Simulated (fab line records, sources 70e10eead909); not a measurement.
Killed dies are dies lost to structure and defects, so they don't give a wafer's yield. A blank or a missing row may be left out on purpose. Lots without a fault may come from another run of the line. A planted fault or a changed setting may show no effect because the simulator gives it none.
Which tool did it? | flow nand_harc | 13 lots, 39 wafers sampled, at 5 steps of a route of 1302

WHAT THE GAUGES READ, wafer by wafer
NHARC_P_STI_OVL_MEAS_10. Usual: overlay_x_nm 0 nm, standard deviation 4.6; overlay_y_nm 2 nm, standard deviation 6.2.
lot  | measured     | on         | overlay_x_nm (nm) | overlay_y_nm (nm) | flag
L982 | day 3 08:10  | overlay-01 | 7 8 8             | 2 2 2             |
L983 | day 3 15:35  | overlay-02 | -4 -4 -4          | 4 5 5             |
L984 | day 4 00:29  | overlay-02 | -3 -3 -3          | 4 5 5             |
L988 | day 5 20:51  | overlay-02 | -8 -8 -8          | -4 -4 -4          |
L990 | day 6 12:58  | overlay-02 | -1 0 -1           | 4 4 4             |
L991 | day 7 01:36  | overlay-02 | -5 -4 -4          | -2 -3 -2          |
L993 | day 7 18:46  | overlay-02 | -7 -8 -7          | 5 5 5             |
L994 | day 8 07:22  | overlay-02 | -2 -2 -2          | 1 1 1             |
L103 | day 11 23:26 | overlay-02 | 3 4 4             | 4 4 5             |
L104 | day 12 10:59 | overlay-02 | 4 5 5             | 5 5 5             |

NHARC_P_STI_OCD_MEAS_17. Usual: trench_depth_nm 302 nm, standard deviation 4.3; trench_foot_cd_nm 158.0 nm, standard deviation 2.3.
lot  | measured     | on     | trench_depth_nm (nm) | trench_foot_cd_nm (nm) | flag
L982 | day 3 08:52  | ocd-01 | 303 300 301          | 156.5 160.5 158.8      |
L983 | day 3 16:17  | ocd-01 | 305 307 303          | 156.3 154.4 158.9      |
L984 | day 4 01:13  | ocd-01 | 298 305 302          | 159.2 155.3 156.0      |
L988 | day 5 21:35  | ocd-02 | 300 297 300          | 156.8 160.1 157.2      |
L990 | day 6 13:41  | ocd-02 | 296 299 304          | 159.0 159.7 158.7      |
L991 | day 7 02:20  | ocd-02 | 302 301 301          | 155.5 156.0 154.0      |
L993 | day 7 19:30  | ocd-02 | 304 306 305          | 155.7 159.1 156.4      |
L994 | day 8 08:04  | ocd-01 | 308 302 307          | 158.1 157.5 154.1      |
L103 | day 12 00:08 | ocd-02 | 308 309 306          | 154.8 154.6 156.2      |
L104 | day 12 11:40 | ocd-02 | 296 293 292          | 161.3 164.4 161.0      |

NHARC_END_SORT_01. Usual: killed_at_array 53, standard deviation 19; killed_at_other 0.7, standard deviation 1.1; killed_at_periphery 4.2, standard deviation 2.7; killed_dies 58, standard deviation 18; killed_open 3.1, standard deviation 1.9; killed_short 2.5, standard deviation 1.6.
lot  | measured     | on        | killed_at_array | killed_at_other | killed_at_periphery | killed_dies | killed_open | killed_short | flag
L998 | day 30 13:05 | prober-02 | 49 52 62        | 0 1 0           | 628 624 615         | 677 677 677 | 2 3 3       | 2 2 2        | OFF
L999 | day 32 08:54 | prober-01 | 91 93 66        | 0 0 0           | 586 584 611         | 677 677 677 | 3 3 1       | 3 5 0        | OFF
L100 | day 31 22:53 | prober-01 | 60 41 56        | 0 0 0           | 617 636 621         | 677 677 677 | 4 1 1       | 3 2 3        | OFF
L103 | day 33 11:47 | prober-01 | 57 40 40        | 1 4 3           | 4 4 3               | 62 48 46    | 0 1 6       | 4 1 1        |

WHICH TOOL RAN EACH LOT (tool, then ch and the chambers of the sampled wafers, then the start)
lot  | NHARC_P_ZERO_WELL_ETCH_65          | NHARC_P_GATE_DEP_103
L982 | rie_diel-05 ch 1,2,3, day 2 07:34  | pecvd-03 ch 0,1,2, day 5 11:47
L983 | rie_diel-05 ch 0,2,3, day 2 17:22  | pecvd-01 ch 0,2, day 5 15:39
L984 | rie_diel-06 ch 2,3, day 3 03:22    | pecvd-03 ch 1,2, day 6 06:00
L988 | rie_diel-05 ch 0,2,3, day 4 19:29  | pecvd-03 ch 1,2, day 8 06:13
L990 | rie_diel-01 ch 0,2,3, day 5 15:29  | pecvd-03 ch 0,1,2, day 8 13:20
L991 | rie_diel-06 ch 0,3, day 6 01:37    | pecvd-03 ch 1,2, day 9 06:29
L993 | rie_diel-06 ch 0,2, day 6 21:30    | pecvd-01 ch 0,1, day 9 19:57
L994 | rie_diel-05 ch 1,2,3, day 7 07:38  | pecvd-03 ch 0,2, day 11 01:22
L998 | rie_diel-01 ch 0,2,3, day 8 23:42  | -
L999 | rie_diel-01 ch 2,3, day 9 09:34    | -
L100 | rie_diel-06 ch 1,2,3, day 9 19:30  | -
L103 | rie_diel-06 ch 0,1,3, day 11 01:32 | pecvd-03 ch 0,1,2, day 14 00:38
L104 | rie_diel-01 ch 2,3, day 11 11:30   | pecvd-04 ch 0,2, day 14 15:09
- NHARC_P_ZERO_WELL_ETCH_65: etches the open film in N2/H2, target depth 80 nm, overetch 24 nm, time 87.88 s.
- NHARC_P_GATE_DEP_103: deposits SiON, target thk 30 nm.

WHAT THE TOOLS THEMSELVES READ (means of the sampled wafers that have a number; where no wafer has one, the mark that the record gives instead)
NHARC_P_ZERO_WELL_ETCH_65. Usual: bias_w 150.0 W, standard deviation 0.48; chamber_pressure_mTorr 29.999 mTorr, standard deviation 0.026; drypump_motor_current_A 5.5 A, standard deviation 0.6; oes_product_au 1.001 a.u., standard deviation 0.0099; rf_vpp_V 430.0 V, standard deviation 2.1; showerhead_plenum_p_Torr 2.02 Torr, standard deviation 0.073; throttle_valve_pct 14.170 %, standard deviation 0.0095.
lot  | tool        | bias_w (W) | chamber_pressure_mTorr (mTorr) | drypump_motor_current_A (A) | oes_product_au (a.u.) | rf_vpp_V (V) | showerhead_plenum_p_Torr (Torr) | throttle_valve_pct (%) | flag
L982 | rie_diel-05 | 150.0      | 30.005                         | 5.3                         | 0.997                 | 428.7        | 1.97                            | 14.167                 |
L983 | rie_diel-05 | 149.9      | 30.013                         | 5.5                         | 0.988                 | 428.5        | 1.99                            | 14.171                 |
L984 | rie_diel-06 | 150.0      | 30.008                         | 5.5                         | 1.016                 | 429.1        | 2.01                            | 14.173                 |
L988 | rie_diel-05 | 149.9      | 30.003                         | 5.5                         | 1.003                 | 429.4        | 1.98                            | 14.169                 |
L990 | rie_diel-01 | 149.4      | 29.977                         | 5.4                         | 0.997                 | 430.4        | 2.03                            | 14.169                 |
L991 | rie_diel-06 | 150.2      | 29.975                         | 5.9                         | 1.009                 | 431.8        | 2.08                            | 14.172                 |
L993 | rie_diel-06 | 150.3      | 29.987                         | 5.4                         | 1.007                 | 432.5        | 2.12                            | 14.167                 |
L994 | rie_diel-05 | 150.3      | 29.997                         | 5.4                         | 0.994                 | 429.3        | 1.95                            | 14.164                 |
L998 | rie_diel-01 | -          | -                              | -                           | -                     | -            | -                               | -                      | OFF
L999 | rie_diel-01 | -          | -                              | -                           | -                     | -            | -                               | -                      | OFF
L100 | rie_diel-06 | -          | -                              | -                           | -                     | -            | -                               | -                      | OFF
L103 | rie_diel-06 | 150.1      | 29.990                         | 5.9                         | 1.002                 | 430.5        | 2.06                            | 14.158                 |
L104 | rie_diel-01 | 150.0      | 30.021                         | 5.2                         | 0.994                 | 428.4        | 1.98                            | 14.172                 |

NHARC_P_GATE_DEP_103. Usual: heater_power_w 749 W, standard deviation 85.
lot  | tool     | heater_power_w (W) | flag
L982 | pecvd-03 | 705                |
L983 | pecvd-01 | 715                |
L984 | pecvd-03 | 710                |
L988 | pecvd-03 | 765                |
L990 | pecvd-03 | 706                |
L991 | pecvd-03 | 767                |
L993 | pecvd-01 | 710                |
L994 | pecvd-03 | 765                |
L103 | pecvd-03 | 723                |
L104 | pecvd-04 | 756                |

THE ANSWER, worked out from the rows above alone
Rule: a lot is off if the mean of its wafers that have a number lies more than 3 standard deviations from the usual mean. A lot without any number at a reading at which 4 lots or more have one is off too. The other lots that the step has rows for count as sound. The gauges are gone through in route order, then the tools' own readings, and for those a lot's mean is taken as printed above. The first step at which some lot is off is used, and at that step the reading that is off furthest; a lot without a number counts as furthest.
Off: L998, L999, L100, at NHARC_END_SORT_01 (killed_at_periphery). Neither off nor sound, because the step has no rows for them: L982, L983, L984, L988, L990, L991, L993, L994, L104.
A tool fits if, at a process step before that reading, it ran every lot that is off, and no sound lot after the first of them. The gauges at NHARC_END_SORT_01 aren't tried: what is off there is off at NHARC_P_ZERO_WELL_ETCH_65 too, on other tools, and a gauge's error can't cause that. None of those tried fits.

WHAT THE SIMULATOR HAD PUT IN
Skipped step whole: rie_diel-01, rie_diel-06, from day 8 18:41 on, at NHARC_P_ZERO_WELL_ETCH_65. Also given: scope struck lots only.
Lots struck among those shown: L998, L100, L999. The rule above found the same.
